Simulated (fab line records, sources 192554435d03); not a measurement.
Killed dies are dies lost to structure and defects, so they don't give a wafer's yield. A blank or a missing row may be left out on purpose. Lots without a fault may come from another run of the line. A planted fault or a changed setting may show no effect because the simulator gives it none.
Which tool did it? | flow n5_finfet | 9 lots, 26 wafers sampled, at 4 steps of a route of 1938

WHAT THE GAUGES READ, wafer by wafer
N5_SD_EPI_P_EPI_MEAS_23.
lot  | measured    | on            | thk_nm (nm)
L882 | day 3 11:07 | film_metro-01 | 61.2 60.1 61.6
L886 | day 4 08:43 | film_metro-01 | 61.9 61.8 60.4
L889 | day 5 07:12 | film_metro-01 | 61.3 59.2
L894 | day 6 10:30 | film_metro-01 | 61.0 60.1 60.8
L896 | day 6 20:46 | film_metro-02 | 60.8 57.8 58.7
L897 | day 7 04:02 | film_metro-01 | 1.3 0.9 0.5
L898 | day 7 10:07 | film_metro-02 | 1.3 1.9 2.1
L899 | day 7 14:11 | film_metro-02 | 61.1 62.1 60.2
L900 | day 8 00:14 | film_metro-02 | 62.2 62.6 60.5

WHICH TOOL RAN EACH LOT (tool, then ch and the chambers of the sampled wafers, then the start)
lot  | N5_SD_EPI_N_ETCHBACK_44           | N5_SD_EPI_P_ETCHBACK_46           | N5_SD_EPI_P_ETCH_47
L882 | rie_diel-01 ch 0,3, day 3 03:32   | rie_diel-02 ch 0,3, day 3 07:59   | rie_diel-02 ch 0,3, day 3 08:05
L886 | rie_diel-06 ch 0,2,3, day 4 00:28 | rie_diel-02 ch 0,2, day 4 05:21   | rie_diel-02 ch 0,2, day 4 05:27
L889 | rie_diel-01 ch 1,3, day 4 22:58   | rie_diel-04 ch 0,3, day 5 04:07   | rie_diel-04 ch 0,3, day 5 04:13
L894 | rie_diel-06 ch 0,1, day 6 03:04   | rie_diel-04 ch 0,3, day 6 07:22   | rie_diel-04 ch 0,3, day 6 07:28
L896 | rie_diel-05 ch 0,1,2, day 6 12:34 | rie_diel-04 ch 0,1,2, day 6 17:38 | rie_diel-04 ch 0,1,2, day 6 17:44
L897 | rie_diel-05 ch 1,2,3, day 6 20:23 | rie_diel-04 ch 0,1,2, day 7 00:56 | rie_diel-04 ch 0,1,2, day 7 01:02
L898 | rie_diel-01 ch 0,1,3, day 7 02:05 | rie_diel-04 ch 0,1,2, day 7 06:56 | rie_diel-04 ch 0,1,2, day 7 07:02
L899 | rie_diel-01 ch 0,3, day 7 06:40   | rie_diel-04 ch 0,1,2, day 7 11:02 | rie_diel-04 ch 0,1,2, day 7 11:08
L900 | rie_diel-01 ch 0,2,3, day 7 16:36 | rie_diel-02 ch 0,1,2, day 7 21:06 | rie_diel-02 ch 0,1,2, day 7 21:12
- N5_SD_EPI_N_ETCHBACK_44: etches SiNx in CH3F/O2, stops on SiO2, target depth 14.5 nm.
- N5_SD_EPI_P_ETCHBACK_46: etches SiNx in CH3F/O2, stops on SiO2, target depth 17.5 nm.
- N5_SD_EPI_P_ETCH_47: etches SiOCN in CH3F/O2, target depth 25 nm.

THE ANSWER, worked out from the rows above alone
Rule: what is usual is taken from the lots themselves. Put in order of their means at a reading, lots are off if they are a third of the lots or fewer, leave a main group of 4 or more, and stand apart from it by a gap of 3 or more times the standard deviation of the main group's means; of several such gaps the widest counts. A main group whose means are all the same, to the digits that the tables above print for the reading, isn't used. A lot without any number at a reading at which 4 lots or more have one is off too. The other lots that the step has rows for count as sound.
Off: L897, L898, at N5_SD_EPI_P_EPI_MEAS_23 (thk_nm). The main group: mean 60.7 nm, standard deviation 0.81.
A tool fits if, at a process step before that reading, it ran every lot that is off, and no sound lot after the first of them. The gauges at N5_SD_EPI_P_EPI_MEAS_23 are tried like those tools. None of those tried fits.

WHAT THE SIMULATOR HAD PUT IN
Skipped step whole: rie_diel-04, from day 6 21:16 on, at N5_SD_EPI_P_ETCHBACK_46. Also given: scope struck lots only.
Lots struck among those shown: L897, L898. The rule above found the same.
